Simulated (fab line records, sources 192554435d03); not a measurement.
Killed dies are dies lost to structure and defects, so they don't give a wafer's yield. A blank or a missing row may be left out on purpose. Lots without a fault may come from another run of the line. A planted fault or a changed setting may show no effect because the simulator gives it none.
fab line records | flow n5_finfet
record lots=7 wafers=21
route steps=1938 shown BEOL_M4@1027 BEOL_M5@1116 BEOL_M7@1266 BEOL_M8@1332
start_h: hours from the record's first day to the start of the lot's first wafer shown | wait_h: hours since the lot's step before | " the same as in the row above | L1.1+2: a row that stands for several wafers | - no value, or no start given | * or withheld: withheld | < > ~ a bound
route shown NAME@n: a module of which the file shows steps, and the number in the route of the first | usual: mean/standard deviation of fault-free wafers | same: alike in all rows | chamber/n: place in a boat | sites: the reading at each site | _std_site: their standard deviation | _edge_site: outer sites' mean less inner sites' | radius_mm: how far each site lies from the wafer's centre | mask NAME#n: copy n | behind: the tool/chamber that last shaped the wafer | hold: why the lot was held/for how many hours/how that ended | device: the transistor (n, p or np) that didn't switch | end of line: the same wafers' tests at the end of the route | a step without rows: its recipe alone | killed: dies lost to structure and defects at the first sort, not the wafer's yield | map: a wafer's dies, x killed, . not, _ none there
set.NAME: the setting as run; set.NAME@STEP: as run at that earlier step | model.NAME: the simulator's own value behind a step, which no gauge read
lots whose settings were changed on purpose; a table a step, a row a wafer
## steps
# step N5_BEOL_M4_COAT_73
# recipe resist=underlayer temp_c=205 time_s=60 spin_rpm=1500 resist_thk_nm=5
# columns lot.wafer tool chamber start_h wait_h set.spin_rpm
L078.1+3 litho_track-03 0 - - 1500
L078.5 " 0 " " 1589
L080.2+3 litho_track-01 0 - - 1336
L080.4 " 0 " " 1500
L082.3+5+6 litho_track-01 0 - - 1500
L085.1+5+6 litho_track-05 0 - - 1500
L089.3+6 litho_track-05 0 - - 1544
L089.5 " 0 " " 1500
L092.2+5 litho_track-05 0 - - 1500
L092.6 " 0 " " 1651
L094.1+3+4 litho_track-05 0 - - 1500
# step N5_BEOL_M4_COAT_05
# recipe resist=CAR-EUV spin_rpm=1500 resist_thk_nm=30
# step N5_BEOL_M4_EBR_07
# recipe solvent=PGMEA ebr_width_mm=1.5
# step N5_BEOL_M4_DESCUM_16
# recipe chemistry=O2 time_s=7 source_power_w=50 bias_power_w=20 pressure_mtorr=20 rf_frequency_hz=2.712e+07 temp_c=40 resist=CAR-EUV o2_flow_sccm=225
# step N5_BEOL_M4_ETCH_74
# recipe chemistry=N2/H2 target=underlayer target_depth_a=65 mask_material=CAR-EUV time_s=5.2 ion_energy_ev=200 pressure_mtorr=30 source_w=840 bias_w=150 n2_flow_sccm=200 h2_flow_sccm=200 ends=cleared
# columns lot.wafer tool chamber start_h wait_h set.spin_rpm@BEOL_M4_COAT_73 model.etch.depth_nm
L078.1 rie_diel-04 3 171.13 0.0 1500 5.017
L078.3 " 0 " " 1500 5.004
L078.5 " 2 " " 1589 4.88
L080.2 rie_diel-04 3 180.07 0.0 1336 5.292
L080.3 " 2 " " 1336 5.306
L080.4 " 3 " " 1500 4.996
L082.3 rie_diel-05 2 203.20 0.0 1500 4.987
L082.5 " 0 " " 1500 5.006
L082.6 " 1 " " 1500 5.008
L085.1 rie_diel-04 1 215.44 0.0 1500 5.012
L085.5 " 1 " " 1500 5.004
L085.6 " 2 " " 1500 5.026
L089.3 rie_diel-05 3 235.31 0.0 1544 4.92
L089.5 " 0 " " 1500 4.998
L089.6 " 3 " " 1544 4.91
L092.2 rie_diel-04 3 273.10 0.0 1500 4.997
L092.5 " 1 " " 1500 4.987
L092.6 " 0 " " 1651 4.76
L094.1 rie_diel-04 2 280.24 0.0 1500 5.017
L094.3 " 1 " " 1500 5.007
L094.4 " 0 " " 1500 4.995
# step N5_BEOL_M4_COAT_76
# recipe resist=underlayer temp_c=205 time_s=60 spin_rpm=1500 resist_thk_nm=5
# columns lot.wafer tool chamber start_h wait_h set.spin_rpm model.underlayer_of_BEOL_M4_COAT_76.thk_nm
L078.1 litho_track-03 0 - - 1338 5.2
L078.3+5 " 0 " " 1500 5
L080.2+4 litho_track-05 0 - - 1500 5
L080.3 " 0 " " 1642 4.8
L082.3+5+6 litho_track-01 0 - - 1500 5
L085.1+6 litho_track-05 0 - - 1552 5
L085.5 " 0 " " 1500 5
L089.3+6 litho_track-05 0 - - 1332 5.4
L089.5 " 0 " " 1500 5
L092.2 litho_track-01 0 - - 1500 5
L092.5+6 " 0 " " 1608 4.8
L094.1+3+4 litho_track-03 0 - - 1500 5
# step N5_BEOL_M4_COAT_22
# recipe resist=CAR-EUV spin_rpm=1500 resist_thk_nm=30
# columns lot.wafer tool chamber start_h wait_h set.spin_rpm model.CAR-EUV_of_BEOL_M4_COAT_22.thk_nm
L078.1+5 litho_track-03 0 - - 1500 30.2
L078.3 " 0 " " 1452 30.6
L080.2 litho_track-05 0 - - 1599 29
L080.3 " 0 " " 1500 29.8
L080.4 " 0 " " 1599 28.8
L082.3+5+6 litho_track-01 0 - - 1500 30
L085.1+5 litho_track-05 0 - - 1647 28.8
L085.6 " 0 " " 1500 30.2
L089.3+5+6 litho_track-05 0 - - 1500 30
L092.2+6 litho_track-01 0 - - 1500 30
L092.5 " 0 " " 1393 31.2
L094.1+3 litho_track-03 0 - - 1500 30
L094.4 " 0 " " 1654 28.6
# step N5_BEOL_M4_EBR_24
# recipe solvent=PGMEA ebr_width_mm=1.5
# step N5_BEOL_M4_SOFTBAKE_23
# recipe temp_c=110 time_s=60 resist=CAR-EUV
# step N5_BEOL_M4_EXPOSE_25
# recipe mask_id=V3 na=0.33 source_shape=quasar sigma_inner=0.2 sigma_outer=0.8 polarization=unpolarized defocus_nm=5 dose_mj=63
# step N5_BEOL_M4_PEB_26
# recipe peb_temp_c=100 peb_time_s=60 resist=CAR-EUV
# step N5_BEOL_M4_DEVELOP_27
# recipe develop_time_s=30 developer=TMAH resist=CAR-EUV rinse_liquid=surfactant_rinse dry=air_spin dev_temp_c=23
# columns lot.wafer tool chamber start_h wait_h set.spin_rpm@BEOL_M4_COAT_22 model.CAR-EUV_of_BEOL_M4_COAT_22.thk_nm
L078.1+5 litho_track-03 0 - - 1500 29.8
L078.3 " 0 " " 1452 30.2
L080.2+4 litho_track-03 0 - - 1599 28.4
L080.3 " 0 " " 1500 29.4
L082.3+6 litho_track-05 0 - - 1500 29.6
L082.5 " 0 " " 1500 29.4
L085.1+5 litho_track-01 0 - - 1647 28.2
L085.6 " 0 " " 1500 29.6
L089.3+6 litho_track-03 0 - - 1500 29.4
L089.5 " 0 " " 1500 29.6
L092.2+6 litho_track-01 0 - - 1500 29.6
L092.5 " 0 " " 1393 30.8
L094.1+3 litho_track-03 0 - - 1500 29.6
L094.4 " 0 " " 1654 28
# step N5_BEOL_M4_DESCUM_33
# recipe chemistry=O2 time_s=7 source_power_w=50 bias_power_w=20 pressure_mtorr=20 rf_frequency_hz=2.712e+07 temp_c=40 resist=CAR-EUV o2_flow_sccm=225
# step N5_BEOL_M4_ETCH_77
# recipe chemistry=N2/H2 target=underlayer target_depth_a=65 mask_material=CAR-EUV time_s=5.2 ion_energy_ev=200 pressure_mtorr=30 source_w=840 bias_w=150 n2_flow_sccm=200 h2_flow_sccm=200 ends=cleared
# columns lot.wafer tool chamber start_h wait_h set.spin_rpm@BEOL_M4_COAT_76 model.etch.depth_nm
L078.1 rie_diel-01 3 172.00 0.0 1338 5.294
L078.3 " 0 " " 1500 4.998
L078.5 " 3 " " 1500 4.996
L080.2 rie_diel-05 2 181.07 0.0 1500 4.97
L080.3 " 0 " " 1642 4.749
L080.4 " 3 " " 1500 4.966
L082.3 rie_diel-05 1 204.07 0.0 1500 5.01
L082.5 " 0 " " 1500 5.006
L082.6 " 3 " " 1500 5.023
L085.1 rie_diel-04 1 216.45 0.0 1552 4.915
L085.5 " 3 " " 1500 4.994
L085.6 " 2 " " 1552 4.921
L089.3 rie_diel-01 3 236.77 0.0 1332 5.317
L089.5 " 3 " " 1500 4.998
L089.6 " 0 " " 1332 5.322
L092.2 rie_diel-01 3 274.10 0.0 1500 5.016
L092.5 " 2 " " 1608 4.815
L092.6 " 1 " " 1608 4.821
L094.1 rie_diel-05 0 281.24 0.0 1500 5.01
L094.3 " 3 " " 1500 5.007
L094.4 " 2 " " 1500 4.999
# step N5_BEOL_M5_HM_DEP_02
# recipe material=TiN target_thk_a=200 temp_c=25 chamber_pressure_pa=0.49996
# columns lot.wafer tool chamber start_h wait_h set.target_thk_a model.TiN_of_BEOL_M5_HM_DEP_02.thk_nm
L078.1 pvd_sputter-03 - 182.51 1.4 200 20.2
L078.3 " - " " 200 19.8
L078.5 " - " " 200 20
L080.2 pvd_sputter-03 - 189.58 1.1 192 19.4
L080.3 " - " " 192 19.2
L080.4 " - " " 200 19.8
L082.3+5 pvd_sputter-03 - 213.61 2.0 200 19.8
L082.6 " - " " 200 20
L085.1 pvd_sputter-02 - 230.14 2.4 200 20
L085.5 " - " " 200 20.4
L085.6 " - " " 226.1 22.6
L089.3 pvd_sputter-02 - 247.15 2.4 212.3 21
L089.5 " - " " 212.3 21.2
L089.6 " - " " 200 19.8
L092.2 pvd_sputter-02 - 281.83 0.2 212.4 21.6
L092.5 " - " " 200 20.4
L092.6 " - " " 200 19.6
L094.1 pvd_sputter-02 - 288.38 0.1 200 20.4
L094.3 " - " " 185.6 18.2
L094.4 " - " " 185.6 18.4
# step N5_BEOL_M5_COAT_59
# recipe resist=SOC temp_c=250 time_s=60 spin_rpm=1500 resist_thk_nm=60
# columns lot.wafer tool chamber start_h wait_h set.spin_rpm model.SOC_of_BEOL_M5_COAT_59.thk_nm
L078.1 litho_track-01 0 182.63 0.1 1500 60
L078.3 " 0 " " 1370 62.8
L078.5 " 0 " " 1370 63
L080.2 litho_track-04 0 189.71 0.1 1436 61.4
L080.3 " 0 " " 1500 60.2
L080.4 " 0 " " 1500 60
L082.3 litho_track-04 0 213.74 0.1 1500 60.2
L082.5+6 " 0 " " 1500 60
L085.1 litho_track-04 0 230.27 0.1 1500 60
L085.5+6 " 0 " " 1596 58.2
L089.3+5 litho_track-04 0 247.28 0.1 1500 60
L089.6 " 0 " " 1385 62.4
L092.2 litho_track-02 0 281.96 0.1 1500 60
L092.5+6 " 0 " " 1653 57.2
L094.1 litho_track-01 0 288.51 0.1 1500 60.4
L094.3 " 0 " " 1550 59.2
L094.4 " 0 " " 1550 59.4
# step N5_BEOL_M5_COAT_60
# recipe resist=SiARC temp_c=220 time_s=60 spin_rpm=1500 resist_thk_nm=12
# step N5_BEOL_M5_COAT_71
# recipe resist=underlayer temp_c=205 time_s=60 spin_rpm=1500 resist_thk_nm=5
# step N5_BEOL_M5_ETCH_72
# recipe chemistry=N2/H2 target=underlayer target_depth_a=65 mask_material=CAR-EUV time_s=5.2 ion_energy_ev=200 pressure_mtorr=30 source_w=840 bias_w=150 n2_flow_sccm=200 h2_flow_sccm=200 ends=cleared
# step N5_BEOL_M5_ETCH_61
# recipe chemistry=CF4 target=SiARC target_depth_a=156 mask_material=CAR-EUV time_s=26 ion_energy_ev=80 pressure_mtorr=40 source_w=545 bias_w=36 Ar_flow_sccm=100 cf4_flow_sccm=100 ends=cleared
# step N5_BEOL_M5_ETCH_62
# recipe chemistry=N2/H2 target=SOC target_depth_a=750 overetch_a=150 mask_material=SiARC temp_c=40 time_s=112.5 ion_energy_ev=200 pressure_mtorr=30 source_w=840 bias_w=150 n2_flow_sccm=200 h2_flow_sccm=200
# columns lot.wafer tool chamber start_h wait_h set.spin_rpm@BEOL_M5_COAT_59 model.etch.depth_nm
L078.1 rie_diel-03 2 183.10 0.0 1500 60.02
L078.3 " 0 " " 1370 62.73
L078.5 " 3 " " 1370 62.9
L080.2 rie_diel-03 2 190.18 0.0 1436 61.33
L080.3 " 1 " " 1500 60.15
L080.4 " 0 " " 1500 60.08
L082.3 rie_diel-06 2 214.21 0.0 1500 60.15
L082.5 " 2 " " 1500 60.01
L082.6 " 1 " " 1500 59.95
L085.1 rie_diel-02 2 230.74 0.0 1500 59.95
L085.5 " 3 " " 1596 58.16
L085.6 " 2 " " 1596 58.12
L089.3+5 rie_diel-03 1,2 247.83 0.0 1500 59.98
L089.6 " 1 " " 1385 62.37
L092.2 rie_diel-06 0 282.89 0.0 1500 59.98
L092.5 " 3 " " 1653 57.19
L092.6 " 0 " " 1653 57.24
L094.1 rie_diel-06 2 288.97 0.0 1500 60.41
L094.3 " 1 " " 1550 59.25
L094.4 " 0 " " 1550 59.37
# step N5_BEOL_M5_STRIP_63
# recipe chemistry=N2/H2 temp_c=40 n2_flow_sccm=200 h2_flow_sccm=200 rf_frequency_hz=6e+07
# step N5_BEOL_M5_STRIP_73
# recipe chemistry=N2/H2 temp_c=40 n2_flow_sccm=200 h2_flow_sccm=200 rf_frequency_hz=6e+07
# step N5_BEOL_M5_STRIP_64
# recipe chemistry=CF4 resist=SiARC power_w=300 bias_power_w=75 pressure_mtorr=50 cf4_flow_sccm=150 rf_frequency_hz=6e+07
# step N5_BEOL_M5_HM_OPEN_17
# recipe chemistry=Cl2/BCl3 target_depth_a=200 overetch_a=60 target=TiN mask_material=SOC ion_energy_ev=150 pressure_mtorr=10 icp_w=1000 bias_w=126 Cl2_flow_sccm=53.25 bcl3_flow_sccm=21.75 Ar_flow_sccm=25
# columns lot.wafer tool chamber start_h wait_h set.target_thk_a@BEOL_M5_HM_DEP_02 set.spin_rpm@BEOL_M5_COAT_59 model.SOC_of_BEOL_M5_COAT_59.thk_nm model.etch.depth_nm
L078.1 rie_metal-03 0 183.27 0.0 200 1500 52.8 20.13
L078.3 " 1 " " 200 1370 54.6 19.75
L078.5 " 0 " " 200 1370 55.8 20.09
L080.2 rie_metal-02 1 190.38 0.1 192 1436 53.8 19.4
L080.3 " 1 " " 192 1500 52.6 19.12
L080.4 " 1 " " 200 1500 52.6 19.81
L082.3 rie_metal-03 0 214.40 0.1 200 1500 53 19.9
L082.5 " 1 " " 200 1500 52 19.71
L082.6 " 0 " " 200 1500 52.8 19.98
L085.1 rie_metal-03 0 230.90 0.0 200 1500 52.8 20.07
L085.5 " 0 " " 200 1596 51 20.3
L085.6 " 1 " " 226.1 1596 50.2 22.52
L089.3 rie_metal-01 1 248.06 0.1 212.3 1500 52 21.08
L089.5 " 1 " " 212.3 1500 52 21.11
L089.6 " 0 " " 200 1385 54.6 19.8
L092.2 rie_metal-03 1 283.06 0.0 212.4 1500 52.2 21.64
L092.5 " 0 " " 200 1653 50.2 20.44
L092.6 " 1 " " 200 1653 49.4 19.51
L094.1 rie_metal-02 0 289.14 0.0 200 1500 52.2 20.42
L094.3 " 1 " " 185.6 1550 51.6 18.21
L094.4 " 0 " " 185.6 1550 51.2 18.35
# step N5_BEOL_M7_PECVD_70
# recipe material=SiO2 target_thk_a=200 temp_c=400 precursor=TEOS/O2 pressure_torr=5.5 rf_w=450 teos_flow_sccm=53.8 gas=O2 flow_sccm=3000 time_s=22.7
# columns lot.wafer tool chamber start_h wait_h set.temp_c model.SiO2_of_BEOL_M7_PECVD_70.thk_nm
L078.1 pecvd-02 0 201.12 0.0 400 19.4
L078.3 " 2 " " 400 20
L078.5 " 1 " " 400 19.8
L080.2 pecvd-02 0 208.99 0.0 400 19.4
L080.3+4 " 1,0 " " 400 19.8
L082.3+6 pecvd-03 1 234.55 0.1 400 20.2
L082.5 " 2 " " 400 20
L085.1 pecvd-02 0 252.22 0.0 414.6 17.4
L085.5 " 1 " " 400 19.6
L085.6 " 2 " " 414.6 18.4
L089.3 pecvd-03 0 268.09 0.0 400 19.8
L089.5 " 2 " " 410.3 19
L089.6 " 1 " " 400 20.2
L092.2 pecvd-04 0 300.83 0.0 408.3 18.4
L092.5 " 1 " " 400 20.4
L092.6 " 0 " " 408.3 19
L094.1 pecvd-02 0 305.54 0.0 400 20
L094.3 " 1 " " 400 20.2
L094.4 " 2 " " 388.3 22.6
# step N5_BEOL_M7_EXPOSE_08
# recipe mask_id=M7 na=1.35 source_shape=dipole sigma_inner=0.817 sigma_outer=0.97 polarization=te dose_mj=68.25
# columns lot.wafer tool chamber start_h wait_h mask set.dose_mj
L078.1+3+5 arfi_scanner-02 0 202.11 - M7#0 68.25
L080.2+3 arfi_scanner-02 0 210.62 - M7#0 68.25
L080.4 " 0 " " M7#0 66.02
L082.3+5+6 arfi_scanner-01 0 235.13 - M7#0 68.25
L085.1+5+6 arfi_scanner-02 0 255.03 - M7#0 68.25
L089.3+6 arfi_scanner-01 0 269.72 - M7#0 70.44
L089.5 " 0 " " M7#0 68.25
L092.2+5+6 arfi_scanner-01 0 302.74 - M7#0 68.25
L094.1+3+4 arfi_scanner-02 0 307.18 - M7#0 70.55
# step N5_BEOL_M7_PEB_09
# recipe peb_temp_c=withheld peb_time_s=60 resist=CAR-ArF
# step N5_BEOL_M7_DEVELOP_10
# recipe develop_time_s=30 developer=TMAH resist=CAR-ArF rinse_liquid=diw dry=air_spin dev_temp_c=23
# step N5_BEOL_M7_STRIP_80
# recipe chemistry=N2/H2 time_s=10 power_w=450 temp_c=40 pressure_mtorr=20 rf_frequency_hz=6e+07 bias_power_w=7 n2_flow_sccm=200 h2_flow_sccm=200
# step N5_BEOL_M7_HM_STRIP_39
# recipe chemistry=peroxide_tin_strip material=TiN target_depth_a=250 temp_c=50 time_s=158
# columns lot.wafer tool chamber start_h wait_h set.temp_c@BEOL_M7_PECVD_70 model.SiO2_of_BEOL_M7_PECVD_70.thk_nm
L078.1 wet_bench-02 1 204.93 0.0 400 19.4
L078.3+5 " 4,2 " " 400 19.8
L080.2 wet_bench-02 2 213.43 0.0 400 19.2
L080.3+4 " 0,1 " " 400 19.6
L082.3+6 wet_bench-01 7,0 238.39 0.0 400 20
L082.5 " 6 " " 400 19.8
L085.1 wet_bench-01 7 257.00 0.0 414.6 17.2
L085.5 " 3 " " 400 19.6
L085.6 " 2 " " 414.6 18.2
L089.3 wet_bench-02 3 272.82 0.0 400 19.8
L089.5 " 7 " " 410.3 18.8
L089.6 " 0 " " 400 20
L092.2 wet_bench-02 4 305.22 0.0 408.3 18.4
L092.5 " 7 " " 400 20.2
L092.6 " 1 " " 408.3 18.8
L094.1 wet_bench-02 5 309.77 0.0 400 19.8
L094.3 " 7 " " 400 20
L094.4 " 6 " " 388.3 22.4
# step N5_BEOL_M8_ILD_DEP_00
# recipe material=SiCOH_lowk target_thk_a=1797.5 temp_c=300 precursor=DEMS/porogen pressure_torr=5 rf_w=500 time_s=33.4
# columns lot.wafer tool chamber start_h wait_h set.time_s model.SiCOH_lowk_of_BEOL_M8_ILD_DEP_00.thk_nm
L078.1 pecvd-02 0 207.61 0.0 36.09 190.8
L078.3 " 1 " " 36.09 192.2
L078.5 " 0 " " 33.4 180.2
L080.2 pecvd-01 0 215.87 0.0 29.29 157
L080.3 " 1 " " 33.4 182
L080.4 " 2 " " 33.4 184.8
L082.3 pecvd-01 2 240.78 0.0 33.4 183.2
L082.5 " 2 " " 33.4 184
L082.6 " 1 " " 33.4 182.6
L085.1 pecvd-02 0 261.35 0.0 33.4 183
L085.5 " 0 " " 37.41 205.6
L085.6 " 1 " " 37.41 206.4
L089.3 pecvd-01 0 275.99 0.0 37.92 201.6
L089.5 " 2 " " 37.92 207.8
L089.6 " 0 " " 33.4 182.2
L092.2 pecvd-01 1 307.82 0.0 34.94 188.4
L092.5 " 1 " " 34.94 190.8
L092.6 " 2 " " 33.4 185
L094.1 pecvd-04 1 312.65 0.0 33.4 182.8
L094.3 " 2 " " 33.4 178.8
L094.4 " 2 " " 33.4 180.2
# step N5_BEOL_M8_CURE_74
# recipe temp_c=385 time_s=240 ambient=He/Ar material=SiCOH_lowk
# columns lot.wafer tool chamber start_h wait_h set.time_s@BEOL_M8_ILD_DEP_00 model.SiCOH_lowk_of_BEOL_M8_ILD_DEP_00.thk_nm
L078.1 uv_cure-02 2 207.67 0.0 36.09 164.8
L078.3 " 2 " " 36.09 165.8
L078.5 " 2 " " 33.4 155.4
L080.2 uv_cure-03 1 216.01 0.1 29.29 135.2
L080.3 " 1 " " 33.4 157
L080.4 " 1 " " 33.4 159.4
L082.3 uv_cure-01 1 241.40 0.6 33.4 158
L082.5 " 1 " " 33.4 158.6
L082.6 " 1 " " 33.4 157.4
L085.1 uv_cure-01 0 261.41 0.0 33.4 157.8
L085.5 " 0 " " 37.41 177.6
L085.6 " 0 " " 37.41 178.2
L089.3 uv_cure-02 1 276.26 0.3 37.92 174.2
L089.5 " 1 " " 37.92 179.4
L089.6 " 1 " " 33.4 157.2
L092.2 uv_cure-03 1 307.98 0.1 34.94 162.6
L092.5 " 1 " " 34.94 164.8
L092.6 " 1 " " 33.4 159.6
L094.1 uv_cure-02 1 312.71 0.0 33.4 157.6
L094.3 " 1 " " 33.4 154.2
L094.4 " 1 " " 33.4 155.4
# step N5_BEOL_M8_THK_MEAS_01
# recipe reads=SiCOH_lowk_of_BEOL_M8_ILD_DEP_00
# usual M8_ILD_THK=156.1/2.4
# columns lot.wafer tool chamber start_h wait_h set.time_s@BEOL_M8_ILD_DEP_00 M8_ILD_THK[nm]
L078.1 film_metro-01 - 208.18 0.4 36.09 164.8
L078.3 " - " " 36.09 165.7
L078.5 " - " " 33.4 155.4
L080.2 film_metro-01 - 216.45 0.4 29.29 135.3
L080.3 " - " " 33.4 156.9
L080.4 " - " " 33.4 159.6
L082.3 film_metro-01 - 241.75 0.3 33.4 157.9
L082.5 " - " " 33.4 158.6
L082.6 " - " " 33.4 157.4
L085.1 film_metro-01 - 261.92 0.4 33.4 157.5
L085.5 " - " " 37.41 177.4
L085.6 " - " " 37.41 178.2
L089.3 film_metro-01 - 276.61 0.3 37.92 174.0
L089.5 " - " " 37.92 179.6
L089.6 " - " " 33.4 157.0
L092.2 film_metro-01 - 308.41 0.4 34.94 162.6
L092.5 " - " " 34.94 164.8
L092.6 " - " " 33.4 159.6
L094.1 film_metro-01 - 313.22 0.4 33.4 157.8
L094.3 " - " " 33.4 154.0
L094.4 " - " " 33.4 155.5
## key
split step=N5_BEOL_M4_COAT_73 setting=spin_rpm stated=1500 by=wafer
response step=N5_BEOL_M4_ETCH_74 reading=model.etch.depth_nm change=-0.0252 per=1% r=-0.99
split step=N5_BEOL_M4_COAT_76 setting=spin_rpm stated=1500 by=wafer
response step=N5_BEOL_M4_COAT_76 reading=model.underlayer_of_BEOL_M4_COAT_76.thk_nm change=-0.0252 per=1% r=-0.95
response step=N5_BEOL_M4_ETCH_77 reading=model.etch.depth_nm change=-0.0267 per=1% r=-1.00
split step=N5_BEOL_M4_COAT_22 setting=spin_rpm stated=1500 by=wafer
response step=N5_BEOL_M4_COAT_22 reading=model.CAR-EUV_of_BEOL_M4_COAT_22.thk_nm change=-0.143 per=1% r=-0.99
response step=N5_BEOL_M4_DEVELOP_27 reading=model.CAR-EUV_of_BEOL_M4_COAT_22.thk_nm change=-0.152 per=1% r=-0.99
split step=N5_BEOL_M5_HM_DEP_02 setting=target_thk_a stated=200 by=wafer
response step=N5_BEOL_M5_HM_DEP_02 reading=model.TiN_of_BEOL_M5_HM_DEP_02.thk_nm change=+0.211 per=1% r=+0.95
response step=N5_BEOL_M5_HM_OPEN_17 reading=model.etch.depth_nm change=+0.211 per=1% r=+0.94
split step=N5_BEOL_M5_COAT_59 setting=spin_rpm stated=1500 by=wafer
response step=N5_BEOL_M5_COAT_59 reading=model.SOC_of_BEOL_M5_COAT_59.thk_nm change=-0.301 per=1% r=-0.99
response step=N5_BEOL_M5_ETCH_62 reading=model.etch.depth_nm change=-0.296 per=1% r=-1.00
response step=N5_BEOL_M5_HM_OPEN_17 reading=model.SOC_of_BEOL_M5_COAT_59.thk_nm change=-0.283 per=1% r=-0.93
split step=N5_BEOL_M7_PECVD_70 setting=temp_c stated=400 by=wafer
response step=N5_BEOL_M7_PECVD_70 reading=model.SiO2_of_BEOL_M7_PECVD_70.thk_nm change=-0.598 per=1% r=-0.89
response step=N5_BEOL_M7_HM_STRIP_39 reading=model.SiO2_of_BEOL_M7_PECVD_70.thk_nm change=-0.622 per=1% r=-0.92
split step=N5_BEOL_M7_EXPOSE_08 setting=dose_mj stated=68.25 by=wafer
response none clear
split step=N5_BEOL_M8_ILD_DEP_00 setting=time_s stated=33.4 by=wafer
response step=N5_BEOL_M8_ILD_DEP_00 reading=model.SiCOH_lowk_of_BEOL_M8_ILD_DEP_00.thk_nm change=+1.8 per=1% r=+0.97
response step=N5_BEOL_M8_CURE_74 reading=model.SiCOH_lowk_of_BEOL_M8_ILD_DEP_00.thk_nm change=+1.57 per=1% r=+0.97
response step=N5_BEOL_M8_THK_MEAS_01 reading=M8_ILD_THK change=+1.58 per=1% r=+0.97
